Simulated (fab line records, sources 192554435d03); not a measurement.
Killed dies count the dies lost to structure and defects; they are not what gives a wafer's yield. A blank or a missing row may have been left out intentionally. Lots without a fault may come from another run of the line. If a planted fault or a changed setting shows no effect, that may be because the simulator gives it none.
Matching of chambers + flow n5Finfet + N5_BEOL_M10_STRIP_36 on rieDiel-02 has 4 sister chambers
The step strips in N2/H2. 4 wafers are shown with their chamber, then 7 later ones without.

WAFERS PAIRED WITH THEIR CHAMBERS
| wafer  | chamber | showerheadPlenumPTorr (Torr) |
|--------|---------|------------------------------|
| L086.1 | 1       | 2.66                         |
| L086.3 | 3       | 2.49                         |
| L087.1 | 0       | 2.51                         |
| L087.2 | 2       | 2.61                         |

WAFERS WITH NO CHAMBER GIVEN
| wafer  | showerheadPlenumPTorr (Torr) |
|--------|------------------------------|
| L087.6 | 2.51                         |
| L090.3 | 2.66                         |
| L090.4 | 2.49                         |
| L090.5 | 2.61                         |
| L093.1 | 2.50                         |
| L093.4 | 2.50                         |
| L093.6 | 2.48                         |

THE CHAMBER EACH PASSED THROUGH
| wafer  | from the rows above     | in truth |
|--------|-------------------------|----------|
| L087.6 | 0                       | 0        |
| L090.3 | 1                       | 1        |
| L090.4 | 3                       | 3        |
| L090.5 | 2                       | 2        |
| L093.1 | can't be placed: 0 or 3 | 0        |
| L093.4 | can't be placed: 0 or 3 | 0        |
| L093.6 | 3                       | 3        |
Placed correctly: 5 of 7. Unplaceable from these rows: 2, with the true chamber sitting among the candidates in 2. Placed wrongly: 0.
How it was worked out, from the rows above alone: a wafer's distance from a chamber is the root of the sum, over the readings, of the square of ((its reading less the chamber's mean) divided by the reading's scatter). The wafer belongs to the nearest chamber; if the next one is less than 2 further off, it can't be placed. For every chamber, the mean is computed from those of its wafers that are shown. The scatter: with one shown wafer a chamber, the root of the mean of the squares of how far each hidden wafer lies from its nearest shown one.
